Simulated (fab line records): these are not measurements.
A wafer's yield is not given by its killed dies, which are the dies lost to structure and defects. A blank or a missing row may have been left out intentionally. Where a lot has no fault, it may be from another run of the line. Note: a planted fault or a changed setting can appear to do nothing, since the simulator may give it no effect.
fab line records	flow n5_finfet
record lots=7	wafers=39
route steps=1938 shown GATE_CUT@484
start_h: the number of hours between the record's first day and the start of the first shown wafer of the lot	wait_h: time in hours since the lot's previous step	" as in the row above	L1.1+2: one row covering several wafers at once	- either no value or no given start	* or withheld: withheld	< > ~ a bound
route shown NAME@n: a module of which the file shows steps, and the number in the route of the first	usual: average and standard deviation across the fault-free wafers	same: alike in all rows	chamber/n: place in a boat	sites: per-site readings	_std_site: the values' standard deviation	_edge_site: outer sites' mean less inner sites'	radius_mm: how far each site lies from the wafer's centre	mask NAME#n: copy n	behind: the last tool/chamber to shape the wafer	hold: why the lot was held/for how many hours/how that ended	device: names the non-switching transistor (n, p or np)	end of line: the route-end tests of the same wafers	for a step that has no rows: nothing shown but its recipe	killed: not the wafer's yield, but the dies lost to structure and defects at the first sort	map: shows each die of a wafer: x if killed, . if not, _ if none is there
set.NAME: the setting that was run; set.NAME@STEP: the one run at that earlier step	model.NAME: the simulator's own value behind a step, which no gauge read
lots whose settings were changed on purpose; a table a step, a row a wafer
## steps
# step N5_GATE_CUT_EXPOSE_10
# recipe mask_id=GATE_CUT	na=0.33	source_shape=annular	sigma_inner=0.35	sigma_outer=0.8	polarization=unpolarized	target_cd_nm=20	dose_mj=43.25
lot.wafer	tool	chamber	start_h	wait_h	mask	set.dose_mj
L074.1+2+5	euv_scanner-01	0	84.24	-	GATE_CUT#0	41.02
L074.3+4+6	"	0	"	"	GATE_CUT#0	43.25
L076.1+2+3+4+5+6	euv_scanner-01	0	95.14	-	GATE_CUT#0	43.25
L078.1+2+3+4+5+6	euv_scanner-01	0	106.01	-	GATE_CUT#0	43.25
L080.1+2+3	euv_scanner-01	0	118.78	-	GATE_CUT#0	43.25
L080.4+5+6	"	0	"	"	GATE_CUT#0	45.33
L082.3+4+6	euv_scanner-01	0	134.07	-	GATE_CUT#0	43.25
L093.1+2+6	euv_scanner-01	0	200.09	-	GATE_CUT#0	43.25
L093.3+4+5	"	0	"	"	GATE_CUT#0	44.21
L094.1+2+3+4+5+6	euv_scanner-02	0	204.77	-	GATE_CUT#0	43.25
# step N5_GATE_CUT_PEB_11
# recipe peb_temp_c=100	peb_time_s=60	resist=CAR-EUV
# step N5_GATE_CUT_DEVELOP_12
# recipe develop_time_s=30	developer=TMAH	resist=CAR-EUV	rinse_liquid=surfactant_rinse	dry=air_spin	dev_temp_c=23
# step N5_GATE_CUT_CD_MEAS_13
# recipe target_cd_nm=20	landing_energy_ev=500	detector=se_inlens
# usual cd_nm=20.05/0.25
lot.wafer	tool	chamber	start_h	wait_h	set.dose_mj@GATE_CUT_EXPOSE_10	cd_nm
L074.1	cd_sem-03	0	84.37	-	41.02	18.75
L074.2	"	0	"	"	41.02	18.70
L074.3	"	0	"	"	43.25	19.45
L074.4	"	0	"	"	43.25	20.15
L074.5	"	0	"	"	41.02	18.68
L074.6	"	0	"	"	43.25	20.03
L076.1	cd_sem-02	0	95.27	-	43.25	19.96
L076.2	"	0	"	"	43.25	19.91
L076.3	"	0	"	"	43.25	20.12
L076.4	"	0	"	"	43.25	20.00
L076.5	"	0	"	"	43.25	19.71
L076.6	"	0	"	"	43.25	20.10
L078.1	cd_sem-01	0	106.15	-	43.25	20.06
L078.2	"	0	"	"	43.25	20.10
L078.3	"	0	"	"	43.25	19.51
L078.4	"	0	"	"	43.25	20.52
L078.5	"	0	"	"	43.25	19.85
L078.6	"	0	"	"	43.25	20.20
L080.1	cd_sem-02	0	118.91	-	43.25	20.39
L080.2	"	0	"	"	43.25	20.30
L080.3	"	0	"	"	43.25	20.43
L080.4	"	0	"	"	45.33	21.45
L080.5	"	0	"	"	45.33	21.19
L080.6	"	0	"	"	45.33	21.48
L082.3	cd_sem-02	0	134.19	-	43.25	20.25
L082.4	"	0	"	"	43.25	19.75
L082.6	"	0	"	"	43.25	20.05
L093.1	cd_sem-03	0	200.22	-	43.25	19.83
L093.2	"	0	"	"	43.25	20.09
L093.3	"	0	"	"	44.21	20.44
L093.4	"	0	"	"	44.21	20.33
L093.5	"	0	"	"	44.21	20.39
L093.6	"	0	"	"	43.25	20.10
L094.1	cd_sem-02	0	204.91	-	43.25	20.27
L094.2	"	0	"	"	43.25	20.08
L094.3	"	0	"	"	43.25	20.47
L094.4	"	0	"	"	43.25	20.19
L094.5	"	0	"	"	43.25	20.22
L094.6	"	0	"	"	43.25	20.29
# step N5_GATE_CUT_DESCUM_18
# recipe chemistry=O2	time_s=7	source_power_w=50	bias_power_w=20	pressure_mtorr=20	rf_frequency_hz=2.712e+07	temp_c=40	resist=CAR-EUV	o2_flow_sccm=225
lot.wafer	tool	chamber	start_h	wait_h	set.dose_mj@GATE_CUT_EXPOSE_10	model.GATE_CUT.cd_nm
L074.1+2	rie_diel-02	2,0	85.62	1.2	41.02	18.6
L074.3	"	3	"	"	43.25	19.8
L074.4+6	"	3,2	"	"	43.25	20
L074.5	"	0	"	"	41.02	18.4
L076.1+2+5	rie_diel-03	0,1,3	95.39	0.0	43.25	19.8
L076.3+4+6	"	3,2,2	"	"	43.25	20
L078.1+2+3	rie_diel-03	3,0,1	106.28	0.0	43.25	20
L078.4+5+6	"	2,0,1	"	"	43.25	20.2
L080.1+2	rie_diel-04	2,3	119.04	0.0	43.25	20.2
L080.3	"	1	"	"	43.25	20.4
L080.4+5	"	0,1	"	"	45.33	21.2
L080.6	"	2	"	"	45.33	21.4
L082.3	rie_diel-04	1	134.31	0.0	43.25	20.2
L082.4	"	3	"	"	43.25	19.8
L082.6	"	0	"	"	43.25	20
L093.1	rie_diel-03	1	200.34	0.0	43.25	19.8
L093.2+6	"	0,2	"	"	43.25	20
L093.3	"	2	"	"	44.21	20.6
L093.4	"	3	"	"	44.21	20.4
L093.5	"	1	"	"	44.21	20.2
L094.1+3	rie_diel-02	0,3	205.03	0.0	43.25	20.4
L094.2+6	"	2,3	"	"	43.25	20.2
L094.4+5	"	2,0	"	"	43.25	20
# step N5_GATE_CUT_ETCH_28
# recipe chemistry=N2/H2	target=underlayer	target_depth_a=130	mask_material=CAR-EUV	time_s=10.4	ion_energy_ev=200	pressure_mtorr=30	source_w=840	bias_w=150	n2_flow_sccm=200	h2_flow_sccm=200	ends=cleared
lot.wafer	tool	chamber	start_h	wait_h	set.dose_mj@GATE_CUT_EXPOSE_10	model.GATE_CUT.cd_nm
L074.1+2	rie_diel-02	2,0	85.66	0.0	41.02	18.6
L074.3	"	3	"	"	43.25	19.8
L074.4	"	3	"	"	43.25	20.2
L074.5	"	0	"	"	41.02	18.4
L074.6	"	2	"	"	43.25	20
L076.1+2+5	rie_diel-03	0,1,3	95.43	0.0	43.25	19.8
L076.3+4+6	"	3,2,2	"	"	43.25	20
L078.1+4+5+6	rie_diel-03	3,2,0,1	106.31	0.0	43.25	20.2
L078.2+3	"	0,1	"	"	43.25	20
L080.1+2	rie_diel-04	2,3	119.07	0.0	43.25	20.2
L080.3	"	1	"	"	43.25	20.4
L080.4+6	"	0,2	"	"	45.33	21.4
L080.5	"	1	"	"	45.33	21.2
L082.3	rie_diel-04	1	134.34	0.0	43.25	20.4
L082.4+6	"	3,0	"	"	43.25	20
L093.1	rie_diel-03	1	200.38	0.0	43.25	19.8
L093.2+6	"	0,2	"	"	43.25	20
L093.3	"	2	"	"	44.21	20.6
L093.4	"	3	"	"	44.21	20.4
L093.5	"	1	"	"	44.21	20.2
L094.1+3+6	rie_diel-02	0,3,3	205.06	0.0	43.25	20.4
L094.2+5	"	2,0	"	"	43.25	20.2
L094.4	"	2	"	"	43.25	20
# step N5_GATE_CUT_ETCH_36
# recipe chemistry=CF4	target=SiARC	target_depth_a=130	mask_material=CAR-EUV	time_s=21.7	ion_energy_ev=80	pressure_mtorr=40	source_w=545	bias_w=36	Ar_flow_sccm=100	cf4_flow_sccm=100	ends=cleared
# step N5_GATE_CUT_ETCH_37
# recipe chemistry=N2/H2	target=SOC	target_depth_a=600	overetch_a=120	mask_material=SiARC	temp_c=40	time_s=90	ion_energy_ev=200	pressure_mtorr=30	source_w=840	bias_w=150	n2_flow_sccm=200	h2_flow_sccm=200
# step N5_GATE_CUT_STRIP_38
# recipe chemistry=N2/H2	temp_c=40	n2_flow_sccm=200	h2_flow_sccm=200	rf_frequency_hz=6e+07
# step N5_GATE_CUT_STRIP_39
# recipe chemistry=N2/H2	temp_c=40	n2_flow_sccm=200	h2_flow_sccm=200	rf_frequency_hz=6e+07
# step N5_GATE_CUT_HM_OPEN_40
# recipe chemistry=C4F6/O2	target=SiO2	mask_material=SiARC	target_depth_a=1390	time_s=85.1	ion_energy_ev=250	pressure_mtorr=30	source_w=345	bias_w=185	Ar_flow_sccm=300	C4F6_flow_sccm=10	O2_flow_sccm=10	ends=cleared
lot.wafer	tool	chamber	start_h	wait_h	set.dose_mj@GATE_CUT_EXPOSE_10	model.GATE_CUT.cd_nm
L074.1+5	rie_diel-02	2,0	85.79	0.0	41.02	18.8
L074.2	"	0	"	"	41.02	19
L074.3	"	3	"	"	43.25	19.8
L074.4	"	3	"	"	43.25	20.4
L074.6	"	2	"	"	43.25	20.2
L076.1+2+5	rie_diel-03	0,1,3	95.56	0.0	43.25	19.8
L076.3+4	"	3,2	"	"	43.25	20
L076.6	"	2	"	"	43.25	20.2
L078.1+5	rie_diel-03	3,0	106.44	0.0	43.25	20.2
L078.2+3	"	0,1	"	"	43.25	20
L078.4+6	"	2,1	"	"	43.25	20.4
L080.1+2	rie_diel-04	2,3	119.20	0.0	43.25	20.4
L080.3	"	1	"	"	43.25	20.6
L080.4+5+6	"	0,1,2	"	"	45.33	21.4
L082.3	rie_diel-04	1	134.47	0.0	43.25	20.4
L082.4	"	3	"	"	43.25	20
L082.6	"	0	"	"	43.25	20.2
L093.1+2	rie_diel-03	1,0	200.51	0.0	43.25	19.8
L093.3+4	"	2,3	"	"	44.21	20.6
L093.5	"	1	"	"	44.21	20.4
L093.6	"	2	"	"	43.25	20
L094.1	rie_diel-02	0	205.19	0.0	43.25	20.8
L094.2+4+6	"	2,2,3	"	"	43.25	20
L094.3	"	3	"	"	43.25	20.4
L094.5	"	0	"	"	43.25	20.6
## key
split step=N5_GATE_CUT_EXPOSE_10	setting=dose_mj	stated=43.25	by=wafer
response step=N5_GATE_CUT_CD_MEAS_13	reading=cd_nm	change=+0.214	per=1%	r=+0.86
response step=N5_GATE_CUT_DESCUM_18	reading=model.GATE_CUT.cd_nm	change=+0.239	per=1%	r=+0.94
response step=N5_GATE_CUT_ETCH_28	reading=model.GATE_CUT.cd_nm	change=+0.251	per=1%	r=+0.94
response step=N5_GATE_CUT_HM_OPEN_40	reading=model.GATE_CUT.cd_nm	change=+0.229	per=1%	r=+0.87
